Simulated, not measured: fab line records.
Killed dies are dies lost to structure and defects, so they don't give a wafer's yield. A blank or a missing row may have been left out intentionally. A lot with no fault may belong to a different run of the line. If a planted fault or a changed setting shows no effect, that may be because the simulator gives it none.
8D (eight disciplines) problem report, filled in by code -- flow n5Finfet -- the parts of the form that need people (team, actions taken, sign-off) are left out
Where a reading is given only as a bound, like >300, the bound stands for it, and a mean or a difference that rests on one is marked > or <: the true number lies beyond.

## 1. PROBLEM STATEMENT
rawDefectCount at N5_PASSIVATION_INSPECT_67 reads a mean of >300 on 2 wafers of 2 lots; wafers without a fault read 2.2 with a standard deviation of 1.5. So: +99 or more standard deviations from the usual mean.
The step: inspects for defects (macro).
First observed at day 15 22:29: wafer L852.1, on defectInspect-01. Wafers with a number at this step in the record: 30, from 10 lots. Rule for "out" (also "out of limits"): further than 4 standard deviations from the usual mean. The other wafers with a number count as sound.

## 2. WHAT IT IS AND WHAT IT IS NOT
question,is,is not
which readings at this step,rawDefectCount,-
which lots,"L852, L853","L838, L839, L840, L841, L845, L855, L856, L857"
which wafers of those lots,"L852.1, L853.2","L852.2, L852.4, L853.1, L853.3"
read on which gauges,defectInspect-01,defectInspect-02
when,from day 15 22:29,"up to then (17 sound wafers); but 11 sound wafers of L853, L855, L856, L857 came after"

## 3. THE SUSPECTS, EACH WITH WHAT RULES IT OUT
Counting: a tool at a process step up to the reading stays a suspect if it ran every lot that is out. Sound lots after the first of them don't rule it out here, since some wafers of a struck lot are sound.
- the gauge at N5_PASSIVATION_INSPECT_67 has been ruled out. All the wafers that are out were read on defectInspect-01, but those of them that N5_PASSIVATION_PROBE_49 has rows for are out there too, on other tools.
- pecvd-04 at N5_PASSIVATION_PECVD_35 (deposits SiNx from SiH4/NH3/N2, target thk 700 nm, time 151.3 s): kept. It ran every lot that is out, first L852 (day 15 21:52); its last sound lot up to then is L845 (day 14 04:40).
- In pecvd-04 at N5_PASSIVATION_PECVD_35, the wafers that are out were processed in chamber 0 and their sound lot-mates in chambers 1, 2.
Remaining after the count: pecvd-04 at N5_PASSIVATION_PECVD_35.

## 4. THE CAUSE (what the simulator had put in)
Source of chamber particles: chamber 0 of pecvd-04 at N5_PASSIVATION_PECVD_35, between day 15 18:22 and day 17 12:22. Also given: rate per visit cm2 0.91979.
Only this tool survived the counting.

## 5. SEQUENCE OF EFFECTS, ordered by route
Each row: a reading whose mean over the struck wafers that have a number lies more than 3 standard deviations from the usual. Scope: only readings with a usual standard deviation given in the record; hours: median across lots of the time from each lot's start at the first step in this table that gives one to its start at this step; sigmas: change in usual standard deviations.
hours,step,reading,usual,on struck wafers,change,sigmas
0,N5_PASSIVATION_INSPECT_67,rawDefectCount,2.2,>300,>+298,+99 or more
3,N5_PASSIVATION_PROBE_49,defectLimitedYield,91.2 %,83.8,-7.5,-5.3
3,N5_PASSIVATION_PROBE_49,killedAtOther,3.1,111.0,+107.9,+47
3,N5_PASSIVATION_PROBE_49,killedDies,103,192,+88,+5.5
3,N5_PASSIVATION_PROBE_49,killedOnRim,13,26,+14,+4.0
3,N5_PASSIVATION_PROBE_49,sort_bin_5_function,5.1 %,10.0,+4.9,+5.4
3,N5_PASSIVATION_PROBE_49,sortNPass,1077,988,-88,-5.5
3,N5_PASSIVATION_PROBE_49,sortYieldPct,91.2 %,83.8,-7.5,-5.3
Its process steps:
- N5_PASSIVATION_PROBE_49

## 6. WHAT WOULD HAVE CAUGHT IT SOONER
4 hours passed between the start of the fault at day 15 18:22 and the first reading out of limits at a measuring or inspecting step in this record, taken at day 15 22:29.
No tool reading at N5_PASSIVATION_PECVD_35 that has a usual standard deviation in the record was out on any struck wafer, so an alarm limit of 4 standard deviations on those readings would not have fired.
All the lots that are out (2) had begun N5_PASSIVATION_PECVD_35 on pecvd-04 by day 15 22:29. Holding the tool at that point would not have protected any of them.
